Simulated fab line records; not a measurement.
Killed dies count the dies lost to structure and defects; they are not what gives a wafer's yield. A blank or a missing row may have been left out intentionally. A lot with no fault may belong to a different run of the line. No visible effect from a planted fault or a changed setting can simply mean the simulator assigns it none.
Which tool is to blame?	flow nand harc	15 lots with 45 wafers sampled at 4 steps, on a route of 1159 steps

== WHAT THE GAUGES READ, wafer by wafer ==
No reading from a measuring or inspecting step in the record can be judged against a usual standard deviation.

== WHICH TOOL RAN EACH LOT (tool, then ch and the chambers of the sampled wafers, then the start) ==
lot	NHARC_A_BLC_ETCH_18	NHARC_A_M0_DEVELOP_08	NHARC_A_M0_DESCUM_14	NHARC_A_M0_STRIP_18
L333	rie diel-08 ch 0,1,3, day 18 00:00 or earlier	litho track-01 ch 0, day 18 00:00	rie diel-03 ch 0,2,3, day 18 01:14	rie diel-03 ch 0,1,3, day 18 01:37
L334	rie diel-02 ch 1,2, day 19 07:00 or earlier	litho track-06 ch 0, day 19 07:00	rie diel-03 ch 2,3, day 19 07:31	rie diel-07 ch 1,2,3, day 19 07:56
L335	rie diel-13 ch 1,2, day 19 08:00 or earlier	litho track-06 ch 0, day 19 08:00	rie diel-12 ch 0,2,3, day 19 09:09	rie diel-03 ch 1,2,3, day 19 09:34
L338	rie diel-13 ch 1,2, day 19 19:00 or earlier	litho track-04 ch 0, day 19 19:00	rie diel-03 ch 0,1,3, day 19 19:49	rie diel-03 ch 0,1, day 19 20:11
L341	rie diel-13 ch 0,2,3, day 20 20:00 or earlier	litho track-06 ch 0, day 20 20:00	rie diel-03 ch 0,3, day 20 20:19	rie diel-03 ch 0,1,2, day 20 20:44
L344	rie diel-02 ch 0,2,3, day 21 10:00 or earlier	litho track-04, day 21 10:00	rie diel-07 ch 1,2,3, day 21 11:02	rie diel-03 ch 0,1,2, day 21 11:25
L345	rie diel-13 ch 1,2, day 21 11:00 or earlier	litho track-06, day 21 11:00	rie diel-07 ch 1,2,3, day 21 11:26	rie diel-03 ch 0,2,3, day 21 11:50
L347	rie diel-13 ch 1,2, day 21 21:00 or earlier	litho track-01 ch 0, day 21 21:00	rie diel-03 ch 2,3, day 21 22:12	rie diel-12 ch 0,1,2, day 21 22:40
L346	rie diel-13 ch 0,1, day 22 04:00 or earlier	litho track-01, day 22 04:00	rie diel-07 ch 1,3, day 22 05:08	rie diel-12 ch 0,1,2, day 22 05:34
L348	rie diel-08 ch 1,2,3, day 22 10:00 or earlier	litho track-06 ch 0, day 22 10:00	rie diel-03 ch 0,2,3, day 22 10:49	rie diel-07 ch 1,2,3, day 22 11:12
L350	rie diel-02 ch 0,3, day 22 18:00 or earlier	litho track-06 ch 0, day 22 18:00	rie diel-07 ch 1,2,3, day 22 18:36	rie diel-03 ch 2,3, day 22 18:58
L352	rie diel-08 ch 1,2,3, day 22 19:00 or earlier	litho track-06 ch 0, day 22 19:00	rie diel-12 ch 0,1,2, day 22 19:41	rie diel-07 ch 0,2,3, day 22 20:04
L351	rie diel-02 ch 2,3, day 23 00:00 or earlier	litho track-04 ch 0, day 23 00:00	rie diel-12 ch 2,3, day 23 01:14	rie diel-07 ch 2,3, day 23 01:36
L349	rie diel-02 ch 0,1, day 23 01:00 or earlier	litho track-01 ch 0, day 23 01:00	rie diel-03 ch 0,2,3, day 23 01:38	rie diel-12 ch 2,3, day 23 01:59
L353	rie diel-08 ch 0,1,2, day 23 16:00 or earlier	litho track-01 ch 0, day 23 16:00	rie diel-07 ch 2,3, day 23 16:37	rie diel-12 ch 1,2,3, day 23 17:00
- NHARC_A_BLC_ETCH_18: etches the open film in C4F8/O2/Ar, target depth 910 nm.
- NHARC_A_M0_DEVELOP_08: develop time 35 s.
- NHARC_A_M0_DESCUM_14: chemistry O2, time 3 s.
- NHARC_A_M0_STRIP_18: strips in N2/H2.

== WHAT THE TOOLS THEMSELVES READ (means of the sampled wafers that have a number; where no wafer has one, the mark that the record gives instead) ==
NHARC_A_BLC_ETCH_18. Usual: oes product au 0.955 a.u., standard deviation 0.019; rf vpp V 975 V, standard deviation 6.1.
lot	tool	oes product au (a.u.)	rf vpp V (V)	flag
L333	rie diel-08	0.963	971	
L334	rie diel-02	0.957	969	
L335	rie diel-13	0.934	973	
L338	rie diel-13	0.938	972	
L341	rie diel-13	0.969	974	
L344	rie diel-02	0.938	975	
L345	rie diel-13	0.943	972	
L347	rie diel-13	0.963	971	
L346	rie diel-13	0.968	975	
L348	rie diel-08	0.952	981	
L350	rie diel-02	0.971	980	
L352	rie diel-08	0.972	981	
L351	rie diel-02	0.962	969	
L349	rie diel-02	0.961	981	
L353	rie diel-08	0.950	975	

NHARC_A_M0_DEVELOP_08. Usual: chill plate temp C 22.99 C, standard deviation 0.11.
lot	tool	chill plate temp C (C)	flag
L333	litho track-01	23.12	
L334	litho track-06	23.12	
L335	litho track-06	22.90	
L338	litho track-04	23.03	
L341	litho track-06	23.09	
L344	litho track-04	-	OFF
L345	litho track-06	-	OFF
L347	litho track-01	22.99	
L346	litho track-01	-	OFF
L348	litho track-06	23.05	
L350	litho track-06	23.03	
L352	litho track-06	22.82	
L351	litho track-04	23.11	
L349	litho track-01	23.03	
L353	litho track-01	22.90	

NHARC_A_M0_DESCUM_14. Usual: drypump motor current A 5.8 A, standard deviation 0.55; oes product au 0.995 a.u., standard deviation 0.01; rf vpp V 57.9 V, standard deviation 0.92; showerhead plenum p Torr 1.94 Torr, standard deviation 0.079; throttle valve pct 11.312 %, standard deviation 0.0086.
lot	tool	drypump motor current A (A)	oes product au (a.u.)	rf vpp V (V)	showerhead plenum p Torr (Torr)	throttle valve pct (%)	flag
L333	rie diel-03	5.9	1.008	57.5	1.93	11.311	
L334	rie diel-03	5.7	0.997	58.2	1.89	11.317	
L335	rie diel-12	5.9	0.993	58.7	2.02	11.316	
L338	rie diel-03	5.5	1.001	57.5	1.87	11.323	
L341	rie diel-03	5.9	1.005	57.9	1.95	11.310	
L344	rie diel-07	6.1	0.997	58.0	1.95	11.315	
L345	rie diel-07	6.1	0.999	58.6	1.95	11.315	
L347	rie diel-03	5.7	0.991	57.3	1.89	11.312	
L346	rie diel-07	6.0	0.997	58.2	1.90	11.310	
L348	rie diel-03	5.9	0.999	58.0	1.93	11.314	
L350	rie diel-07	6.1	0.995	58.6	1.95	11.305	
L352	rie diel-12	5.3	0.992	57.1	1.99	11.313	
L351	rie diel-12	5.8	0.986	57.9	2.04	11.319	
L349	rie diel-03	5.9	0.999	57.7	1.93	11.303	
L353	rie diel-07	6.2	0.994	57.5	1.90	11.313	

NHARC_A_M0_STRIP_18. Usual: drypump motor current A 5.8 A, standard deviation 0.56; oes product au 0.995 a.u., standard deviation 0.01; rf vpp V 90.8 V, standard deviation 1; showerhead plenum p Torr 2.07 Torr, standard deviation 0.089; throttle valve pct 14.171 %, standard deviation 0.009.
lot	tool	drypump motor current A (A)	oes product au (a.u.)	rf vpp V (V)	showerhead plenum p Torr (Torr)	throttle valve pct (%)	flag
L333	rie diel-03	5.5	0.999	89.9	2.00	14.168	
L334	rie diel-07	6.1	0.991	91.2	2.08	14.175	
L335	rie diel-03	5.5	0.997	90.1	1.98	14.166	
L338	rie diel-03	5.2	1.001	90.0	1.97	14.165	
L341	rie diel-03	5.6	0.990	91.5	2.03	14.175	
L344	rie diel-03	5.6	0.998	90.0	2.03	14.184	
L345	rie diel-03	5.9	1.007	90.2	2.06	14.173	
L347	rie diel-12	5.4	0.997	91.7	2.12	14.168	
L346	rie diel-12	5.4	0.983	90.6	2.12	14.170	
L348	rie diel-07	6.1	1.001	90.1	2.08	14.167	
L350	rie diel-03	5.8	1.002	90.9	2.04	14.178	
L352	rie diel-07	6.4	0.988	90.2	2.05	14.179	
L351	rie diel-07	6.2	0.988	90.8	2.08	14.167	
L349	rie diel-12	6.1	1.001	90.1	2.16	14.156	
L353	rie diel-12	5.6	0.996	91.5	2.12	14.170	

== THE ANSWER, worked out from the rows above alone ==
Rule: a lot is off if the mean of its wafers that have a number lies more than 3 standard deviations from the usual mean. Also off: a lot with no number at a reading for which 4 or more lots have one. All remaining lots with rows at the step are treated as sound. Order of review: gauges by route order, followed by the tools' own readings, for which a lot's mean as printed above is used. The first step at which some lot is off is used, and at that step the reading that is off furthest; a lot without a number counts as furthest.
Off: L344, L345, L346 (NHARC_A_M0_DEVELOP_08, chill plate temp C). Without a number there: L344, L345, L346.
A tool fits if, at that step or a process step before it, it ran every lot that is off, and no sound lot after the first of them. NHARC_A_BLC_ETCH_18: start missing for some lots; hours and lot order therefore follow NHARC_A_M0_DEVELOP_08. Of those tried, none fits.

== WHAT HAD BEEN PUT IN BY THE SIMULATOR ==
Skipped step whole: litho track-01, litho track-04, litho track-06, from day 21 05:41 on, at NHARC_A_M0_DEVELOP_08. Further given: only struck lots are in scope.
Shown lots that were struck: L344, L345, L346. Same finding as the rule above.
